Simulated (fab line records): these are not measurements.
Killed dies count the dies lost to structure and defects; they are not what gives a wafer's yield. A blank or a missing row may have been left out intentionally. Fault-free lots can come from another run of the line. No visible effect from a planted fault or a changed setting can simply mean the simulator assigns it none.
fab line records | flow nand_harc
[record] lots = 14 | wafers = 42 | last_day = 33
route steps=1302 shown A_BONDPAD@1226 THIN_TSV@1246
lots untouched by any fault: they come from a run of this same line in which no faults occurred
start_h: start of the lot's first displayed wafer, in hours after the record's first day | wait_h: hours from the lot's prior step to this one | " identical to the entry in the row above | L1.1+2: several wafers, shown together as one row | - no value present, or no start provided | * or withheld: withheld | < > ~ a bound
route shown NAME@n: NAME is a module with steps in the file, n the number in the route of the first one | usual: mean/standard deviation taken from wafers without a fault | same: alike in all rows | chamber/n: place in a boat | sites: per-site readings | _std_site: standard deviation across them | _edge_site: outer sites' mean less inner sites' | radius_mm: for every site, how far away it sits from the centre of the wafer | mask NAME#n: copy n | behind: the tool/chamber that last shaped the wafer | hold: reason for holding the lot/hours on hold/outcome of the hold | device: the n, p or np transistor that did not switch | end of line: the tests these same wafers got at the end of their route | a step without rows: its recipe alone | killed: not the wafer's yield, but the dies lost to structure and defects at the first sort | map: shows each die of a wafer: x if killed, . if not, _ if none is there
set.NAME: the run value of the setting; set.NAME@STEP: its run value at that earlier step | model.NAME: the simulator's own value behind a step, which no gauge read
route steps across a sampled set of lots; one table per step, one row per wafer
services: from which hour (start_h, from the record's first day; less than 0 if before it) a tool's chamber was out of use, for how many hours, and why
[[steps]]
[step NHARC_A_BONDPAD_PRE_CLEAN_26]
[recipe] time_s = 30 | temp_c = 280 | gas = H2/He
[usual] heater_power_w = 419/55
lot.wafer | tool           | chamber | start_h | wait_h | heater_power_w
L470.1    | pvd_sputter-01 | -       | -       | -      | 389
L470.2    | "              | -       | "       | "      | 440
L470.5    | "              | -       | "       | "      | 485
L471.2    | pvd_sputter-01 | -       | -       | -      | 400
L471.5    | "              | -       | "       | "      | 372
L471.6    | "              | -       | "       | "      | 432
L474.1    | pvd_sputter-01 | -       | -       | -      | 434
L474.2    | "              | -       | "       | "      | 386
L474.6    | "              | -       | "       | "      | 438
L473.3    | pvd_sputter-02 | -       | -       | -      | 548
L473.1    | "              | -       | "       | "      | 394
L473.6    | "              | -       | "       | "      | 402
L476.3    | pvd_sputter-01 | -       | -       | -      | 425
L476.4    | "              | -       | "       | "      | 454
L476.2    | "              | -       | "       | "      | 386
L477.3    | pvd_sputter-01 | -       | -       | -      | 462
L477.5    | "              | -       | "       | "      | 399
L477.6    | "              | -       | "       | "      | 464
L478.4    | pvd_sputter-01 | -       | -       | -      | 456
L478.1    | "              | -       | "       | "      | 386
L478.2    | "              | -       | "       | "      | 403
L480.1    | pvd_sputter-01 | -       | -       | -      | 415
L480.2    | "              | -       | "       | "      | 406
L480.3    | "              | -       | "       | "      | 466
L475.2    | pvd_sputter-02 | -       | -       | -      | 548
L475.4    | "              | -       | "       | "      | 375
L475.3    | "              | -       | "       | "      | 389
L487.4    | pvd_sputter-02 | -       | -       | -      | 379
L487.6    | "              | -       | "       | "      | 548
L487.5    | "              | -       | "       | "      | 392
L488.2    | pvd_sputter-02 | -       | -       | -      | 539
L488.4    | "              | -       | "       | "      | 400
L488.6    | "              | -       | "       | "      | 553
L490.2    | pvd_sputter-01 | -       | -       | -      | 428
L490.1    | "              | -       | "       | "      | 401
L490.5    | "              | -       | "       | "      | 389
L492.2    | pvd_sputter-01 | -       | -       | -      | 404
L492.3    | "              | -       | "       | "      | 385
L492.1    | "              | -       | "       | "      | 431
L491.3    | pvd_sputter-03 | -       | -       | -      | 319
L491.5    | "              | -       | "       | "      | 441
L491.6    | "              | -       | "       | "      | 409
[step NHARC_THIN_TSV_THK_MEAS_02]
[recipe] thk_meas_gauge = ir
[usual] thk_nm = 2974/230
lot.wafer | tool          | chamber | start_h | wait_h | thk_nm
L470.1    | film_metro-01 | -       | 545.91  | -      | 3474
L470.2    | "             | -       | "       | "      | 3196
L470.5    | "             | -       | "       | "      | 3220
L471.2    | film_metro-02 | -       | 563.43  | -      | 3008
L471.5    | "             | -       | "       | "      | 2478
L471.6    | "             | -       | "       | "      | 2604
L474.1    | film_metro-01 | -       | 579.81  | -      | 3183
L474.2    | "             | -       | "       | "      | 3123
L474.6    | "             | -       | "       | "      | 2879
L473.1    | film_metro-01 | -       | 594.41  | -      | 2752
L473.3    | "             | -       | "       | "      | 2848
L473.6    | "             | -       | "       | "      | 2948
L476.2    | film_metro-02 | -       | 613.11  | -      | 2606
L476.3    | "             | -       | "       | "      | 3189
L476.4    | "             | -       | "       | "      | 2781
L477.3    | film_metro-02 | -       | 620.79  | -      | 2776
L477.5    | "             | -       | "       | "      | 2896
L477.6    | "             | -       | "       | "      | 2859
L478.1    | film_metro-02 | -       | 632.57  | -      | 3132
L478.2    | "             | -       | "       | "      | 2661
L478.4    | "             | -       | "       | "      | 3157
L480.1    | film_metro-02 | -       | 659.20  | -      | 3579
L480.2    | "             | -       | "       | "      | 3224
L480.3    | "             | -       | "       | "      | 3268
L475.2    | film_metro-02 | -       | 676.08  | -      | 2725
L475.3    | "             | -       | "       | "      | 3286
L475.4    | "             | -       | "       | "      | 3031
L487.4    | film_metro-01 | -       | 745.47  | -      | 3166
L487.5    | "             | -       | "       | "      | 2939
L487.6    | "             | -       | "       | "      | 3044
L488.2    | film_metro-02 | -       | 746.68  | -      | 3105
L488.4    | "             | -       | "       | "      | 2908
L488.6    | "             | -       | "       | "      | 2897
L490.1    | film_metro-02 | -       | 754.73  | -      | 2932
L490.2    | "             | -       | "       | "      | 3205
L490.5    | "             | -       | "       | "      | 2780
L492.1    | film_metro-02 | -       | 755.91  | -      | 2874
L492.2    | "             | -       | "       | "      | 2908
L492.3    | "             | -       | "       | "      | 3073
L491.3    | film_metro-02 | -       | 757.10  | 0.2    | 3171
L491.5    | "             | -       | "       | "      | 3243
L491.6    | "             | -       | "       | "      | 3376
[step NHARC_THIN_TSV_STRIP_45]
[recipe] power_w = 1500 | temp_c = 250 | chemistry = O2
[usual] drypump_motor_current_A = 5.6/0.44 | heater_power_w = 350/18 | rf_refl_power_W = 22/7.9
lot.wafer | tool            | chamber | start_h | wait_h | drypump_motor_current_A | heater_power_w | rf_hours_counter_h | rf_refl_power_W
L470.2    | plasma_asher-02 | 1       | 548.01  | 0.1    | 5.9                     | 327            | 25                 | -
L470.1    | "               | 0       | "       | "      | 5.8                     | 396            | 25                 | -
L470.5    | "               | 0       | "       | "      | 5.8                     | 389            | -                  | -
L471.2    | plasma_asher-02 | 1       | 565.58  | 0.1    | 5.9                     | 331            | 29                 | 14
L471.6    | "               | 0       | "       | "      | 5.9                     | 395            | -                  | 30
L471.5    | "               | 1       | "       | "      | 5.9                     | 336            | -                  | 13
L474.2    | plasma_asher-01 | 0       | 581.89  | 0.1    | 5.2                     | 361            | 11                 | 31
L474.1    | "               | 1       | "       | "      | 4.8                     | 332            | 11                 | 17
L474.6    | "               | 1       | "       | "      | 4.8                     | 336            | -                  | 17
L473.1    | plasma_asher-01 | 1       | 596.49  | 0.1    | 4.8                     | 348            | 13                 | -
L473.3    | "               | 1       | "       | "      | 4.8                     | 346            | -                  | -
L473.6    | "               | 0       | "       | "      | 5.2                     | 370            | -                  | -
L476.2    | plasma_asher-01 | 0       | 615.32  | 0.1    | 5.2                     | 367            | 17                 | -
L476.4    | "               | 0       | "       | "      | 5.2                     | 367            | -                  | -
L476.3    | "               | 1       | "       | "      | 4.8                     | 352            | -                  | -
L477.3    | plasma_asher-01 | 0       | 623.12  | 0.2    | 5.2                     | 363            | -                  | 32
L477.5    | "               | 0       | "       | "      | 5.2                     | 363            | -                  | 31
L477.6    | "               | 1       | "       | "      | 4.8                     | 339            | -                  | 18
L478.2    | plasma_asher-02 | 1       | 634.81  | 0.3    | 5.9                     | 324            | 5                  | 14
L478.1    | "               | 0       | "       | "      | 5.9                     | 352            | 5                  | 29
L478.4    | "               | 1       | "       | "      | 5.9                     | 323            | -                  | 14
L480.2    | plasma_asher-02 | 1       | 661.20  | 0.1    | 5.9                     | 335            | 10                 | 13
L480.1    | "               | 0       | "       | "      | 5.8                     | 354            | 10                 | 29
L480.3    | "               | 1       | "       | "      | 5.9                     | 330            | -                  | 13
L475.2    | plasma_asher-02 | 1       | 678.22  | 0.1    | 5.9                     | 326            | 12                 | 13
L475.3    | "               | 0       | "       | "      | 5.8                     | 369            | -                  | 29
L475.4    | "               | 1       | "       | "      | 5.9                     | 331            | -                  | 13
L487.4    | plasma_asher-01 | 0       | 747.79  | 0.2    | 5.2                     | 366            | -                  | -
L487.5    | "               | 0       | "       | "      | 5.2                     | 375            | -                  | -
L487.6    | "               | 1       | "       | "      | 4.8                     | 347            | -                  | -
L488.2    | plasma_asher-01 | 1       | 748.68  | 0.1    | 4.8                     | 347            | 9                  | 17
L488.4    | "               | 1       | "       | "      | 4.8                     | 351            | -                  | 17
L488.6    | "               | 0       | "       | "      | 5.2                     | 373            | -                  | 33
L490.1    | plasma_asher-02 | 0       | 756.68  | 0.1    | 5.8                     | 352            | 30                 | 29
L490.2    | "               | 1       | "       | "      | 5.9                     | 334            | 30                 | 14
L490.5    | "               | 0       | "       | "      | 5.8                     | 363            | -                  | 29
L492.1    | plasma_asher-02 | 1       | 757.88  | 0.1    | 5.9                     | 332            | 30                 | 14
L492.2    | "               | 0       | "       | "      | 5.9                     | 354            | 30                 | 30
L492.3    | "               | 1       | "       | "      | 5.9                     | 331            | -                  | 13
L491.3    | plasma_asher-02 | 1       | 759.41  | 0.2    | 5.9                     | 331            | -                  | 13
L491.5    | "               | 1       | "       | "      | 5.9                     | 328            | -                  | 14
L491.6    | "               | 0       | "       | "      | 5.9                     | 360            | -                  | 30
[step NHARC_THIN_TSV_ETCH_36]
[recipe] target_depth_a = 650 | over_etch_frac = 0.3 | time_s = 18.571 | ion_energy_ev = 150 | chemistry = Cl2/BCl3
[usual] drypump_motor_current_A = 5.7/0.4 | oes_product_au = 1.006/0.0097
lot.wafer | tool         | chamber | start_h | wait_h | drypump_motor_current_A | oes_product_au | rf_hours_counter_h
L470.2    | rie_metal-01 | 0       | 553.38  | 0.2    | 6.1                     | 1.014          | 3.2
L470.1    | "            | 1       | "       | "      | 5.7                     | 1.011          | 2.7
L470.5    | "            | 0       | "       | "      | 6.1                     | 1.003          | -
L471.2    | rie_metal-02 | 0       | 570.84  | 0.2    | 6.0                     | 1.016          | 1.4
L471.5    | "            | 1       | "       | "      | 6.0                     | 1.009          | -
L471.6    | "            | 0       | "       | "      | 6.0                     | 1.006          | -
L474.2    | rie_metal-01 | 1       | 587.29  | 0.2    | 5.7                     | 1.011          | 0.2
L474.1    | "            | 0       | "       | "      | 6.1                     | 1.005          | 0.2
L474.6    | "            | 1       | "       | "      | 5.7                     | 1.004          | -
L473.1    | rie_metal-03 | 0       | 601.76  | 0.2    | 5.0                     | 0.990          | 1.6
L473.3    | "            | 1       | "       | "      | 5.1                     | 1.006          | -
L473.6    | "            | 0       | "       | "      | 5.0                     | 0.990          | -
L476.2    | rie_metal-02 | 0       | 620.60  | 0.2    | 6.0                     | 1.021          | 2.3
L476.4    | "            | 0       | "       | "      | 6.0                     | 1.002          | -
L476.3    | "            | 1       | "       | "      | 5.9                     | 1.012          | -
L477.3    | rie_metal-01 | 0       | 628.33  | 0.2    | 6.1                     | 0.997          | -
L477.6    | "            | 1       | "       | "      | 5.7                     | 1.012          | -
L477.5    | "            | 0       | "       | "      | 6.1                     | 1.001          | -
L478.2    | rie_metal-03 | 0       | 640.14  | 0.2    | 5.0                     | 0.977          | 2.3
L478.1    | "            | 1       | "       | "      | 5.1                     | 1.000          | 2.3
L478.4    | "            | 0       | "       | "      | 5.0                     | 0.991          | -
L480.1    | rie_metal-01 | 1       | 666.61  | 0.2    | 5.7                     | 1.006          | 1.4
L480.2    | "            | 0       | "       | "      | 6.1                     | 0.995          | 1.4
L480.3    | "            | 0       | "       | "      | 6.1                     | 0.994          | -
L475.2    | rie_metal-01 | 0       | 683.59  | 0.2    | 6.1                     | 1.015          | 2.1
L475.3    | "            | 1       | "       | "      | 5.7                     | 1.013          | -
L475.4    | "            | 0       | "       | "      | 6.1                     | 0.995          | -
L487.4    | rie_metal-03 | 1       | 753.27  | 0.1    | 5.1                     | 1.004          | -
L487.6    | "            | 0       | "       | "      | 5.0                     | 0.839          | -
L487.5    | "            | 1       | "       | "      | 5.1                     | 1.006          | -
L488.2    | rie_metal-03 | 0       | 754.06  | 0.2    | 5.0                     | 0.823          | 0.8
L488.4    | "            | 0       | "       | "      | 5.0                     | 0.829          | -
L488.6    | "            | 1       | "       | "      | 5.1                     | 0.993          | -
L490.1    | rie_metal-01 | 0       | 762.13  | 0.2    | 6.1                     | 1.016          | 0.2
L490.2    | "            | 1       | "       | "      | 5.7                     | 0.997          | 0.2
L490.5    | "            | 1       | "       | "      | 5.7                     | 0.987          | -
L492.2    | rie_metal-02 | 1       | 763.15  | 0.2    | 5.9                     | 1.002          | 2.7
L492.1    | "            | 0       | "       | "      | 6.0                     | 0.999          | 2.7
L492.3    | "            | 0       | "       | "      | 6.0                     | 1.006          | -
L491.3    | rie_metal-02 | 1       | 764.71  | 0.2    | 5.9                     | 1.000          | -
L491.6    | "            | 0       | "       | "      | 6.0                     | 1.019          | -
L491.5    | "            | 1       | "       | "      | 5.9                     | 0.999          | -
[[services]]
tool            | chamber | start_h | hours | kind
rie_metal-03    | -       | 519.00  | 9.0   | pm
plasma_asher-01 | -       | 519.14  | 9.0   | pm
pvd_sputter-03  | -       | 520.73  | 2.2   | repair
pvd_sputter-03  | -       | 526.00  | 10.0  | pm
pvd_sputter-02  | -       | 558.27  | 5.3   | repair
pvd_sputter-01  | -       | 561.65  | 1.5   | repair
rie_metal-01    | -       | 575.00  | 9.0   | pm
pvd_sputter-01  | -       | 582.00  | 10.0  | pm
pvd_sputter-02  | -       | 596.48  | 1.2   | repair
plasma_asher-02 | -       | 603.30  | 9.0   | pm
plasma_asher-02 | 0       | 603.30  | 9.0   | vent_cycle
plasma_asher-02 | 1       | 603.30  | 9.0   | vent_cycle
pvd_sputter-01  | -       | 622.57  | 2.0   | repair
rie_metal-02    | -       | 631.00  | 9.0   | pm
pvd_sputter-03  | -       | 637.30  | 2.8   | repair
pvd_sputter-02  | -       | 639.59  | 10.0  | pm
pvd_sputter-03  | -       | 642.05  | 1.0   | repair
pvd_sputter-01  | -       | 685.11  | 3.2   | repair
rie_metal-03    | -       | 696.00  | 9.0   | pm
plasma_asher-01 | -       | 696.39  | 9.0   | pm
pvd_sputter-03  | -       | 704.00  | 10.0  | pm
pvd_sputter-01  | -       | 721.07  | 3.1   | repair
rie_metal-01    | -       | 752.00  | 9.0   | pm
pvd_sputter-01  | -       | 760.00  | 10.0  | pm
[[key]]
[first_sign] step = NHARC_THIN_TSV_ETCH_36 | reading = oes_product_au | direction = down | sigmas = 18 | usual = 1.006 | struck = 0.831
effect none on later readings
met_at NHARC_THIN_TSV_ETCH_36
struck_lots L487,L488
struck_wafers L487.6,L488.2,L488.4
later_rows_left_out L487.6,L488.2,L488.4
sort_left_out L487.6,L488.2,L488.4
not_acting_at NHARC_A_BONDPAD_PRE_CLEAN_26,NHARC_THIN_TSV_THK_MEAS_02,NHARC_THIN_TSV_STRIP_45
onset_between 640.14 753.27
[fault] kind = process_parameter_drift | tool = rie_metal-03 | chamber = 0 | onset_h = 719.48 | steps = NHARC_THIN_TSV_ETCH_36 | channel = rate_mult | offset = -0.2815 | shape = step | end_h = 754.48
// sort_left_out: the simulated sort isn't trusted on such a fault, so these wafers' sort isn't shown, and their yield isn't known
// later_rows_left_out: the simulator's readings of these wafers behind a module that went badly wrong aren't trusted and aren't shown, but for the sort
